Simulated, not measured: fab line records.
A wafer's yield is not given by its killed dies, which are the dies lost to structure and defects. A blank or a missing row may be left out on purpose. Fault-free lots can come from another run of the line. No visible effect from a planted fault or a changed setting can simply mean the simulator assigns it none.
Matching of chambers :: flow nand-harc :: rie-diel-01 running NHARC_THIN_TSV_ETCHBACK_48: 4 sister chambers
The step etches the open film in C4F8/Ar, target depth 1028.5 nm, time 405.17 s. 8 wafers are shown with their chamber, then 11 later ones without.

## WAFERS WITH THEIR CHAMBER
wafer: L084.4
chamber: 0
rf-vpp-V (V): 547.2
oes-product-au (a.u.): 0.90

wafer: L084.6
chamber: 0
rf-vpp-V (V): 546.1
oes-product-au (a.u.): 0.93

wafer: L090.4
chamber: 1
rf-vpp-V (V): 548.0
oes-product-au (a.u.): 0.93

wafer: L090.5
chamber: 3
rf-vpp-V (V): 547.8
oes-product-au (a.u.): 0.92

wafer: L092.3
chamber: 3
rf-vpp-V (V): 549.3
oes-product-au (a.u.): 0.92

wafer: L092.5
chamber: 1
rf-vpp-V (V): 546.4
oes-product-au (a.u.): 0.94

wafer: L092.6
chamber: 2
rf-vpp-V (V): 547.2
oes-product-au (a.u.): 0.93

wafer: L093.1
chamber: 2
rf-vpp-V (V): 544.5
oes-product-au (a.u.): 0.98

## WAFERS MISSING THEIR CHAMBER
wafer: L093.5
rf-vpp-V (V): 550.7
oes-product-au (a.u.): 0.96

wafer: L093.6
rf-vpp-V (V): 545.5
oes-product-au (a.u.): 0.98

wafer: L096.2
rf-vpp-V (V): 547.7
oes-product-au (a.u.): 1.01

wafer: L096.3
rf-vpp-V (V): 545.8
oes-product-au (a.u.): 1.00

wafer: L096.5
rf-vpp-V (V): 546.2
oes-product-au (a.u.): 1.00

wafer: L095.3
rf-vpp-V (V): 547.0
oes-product-au (a.u.): 0.96

wafer: L095.5
rf-vpp-V (V): 549.1
oes-product-au (a.u.): 0.98

wafer: L095.6
rf-vpp-V (V): 544.1
oes-product-au (a.u.): 0.98

wafer: L097.2
rf-vpp-V (V): 550.0
oes-product-au (a.u.): 1.00

wafer: L097.3
rf-vpp-V (V): 545.7
oes-product-au (a.u.): 1.01

wafer: L097.5
rf-vpp-V (V): 546.0
oes-product-au (a.u.): 1.01

## EACH ONE'S CHAMBER
wafer: L093.5
from the rows above: can't be placed: 3 or 1 or 2 or 0
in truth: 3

wafer: L093.6
from the rows above: can't be placed: 2 or 1
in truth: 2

wafer: L096.2
from the rows above: can't be placed: 2 or 1 or 3 or 0
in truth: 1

wafer: L096.3
from the rows above: can't be placed: 2 or 1 or 0
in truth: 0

wafer: L096.5
from the rows above: can't be placed: 2 or 1 or 0
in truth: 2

wafer: L095.3
from the rows above: can't be placed: 2 or 1 or 0 or 3
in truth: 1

wafer: L095.5
from the rows above: can't be placed: 1 or 2 or 3 or 0
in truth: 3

wafer: L095.6
from the rows above: can't be placed: 2 or 1 or 0
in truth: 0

wafer: L097.2
from the rows above: can't be placed: 1 or 2 or 3 or 0
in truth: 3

wafer: L097.3
from the rows above: can't be placed: 2 or 1 or 0
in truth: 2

wafer: L097.5
from the rows above: can't be placed: 2 or 1 or 0
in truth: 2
Correctly placed: 0 of 11. From these rows, 11 cannot be placed; in 11 the true chamber is one of the candidates. Number placed wrongly: 0.
How it was worked out, from the rows above alone: a wafer's distance from a chamber is the root of the sum, over the readings, of the square of ((its reading less the chamber's mean) divided by the reading's scatter). If the next closest chamber is less than 2 further off than the closest, the wafer can't be placed; otherwise it belongs to the closest. The mean given for a chamber averages the wafers shown for that chamber. How the scatter is found: for the shown wafers, subtract from each reading the mean of its chamber, square and add these, divide the total by (wafers less chambers), then take the root.
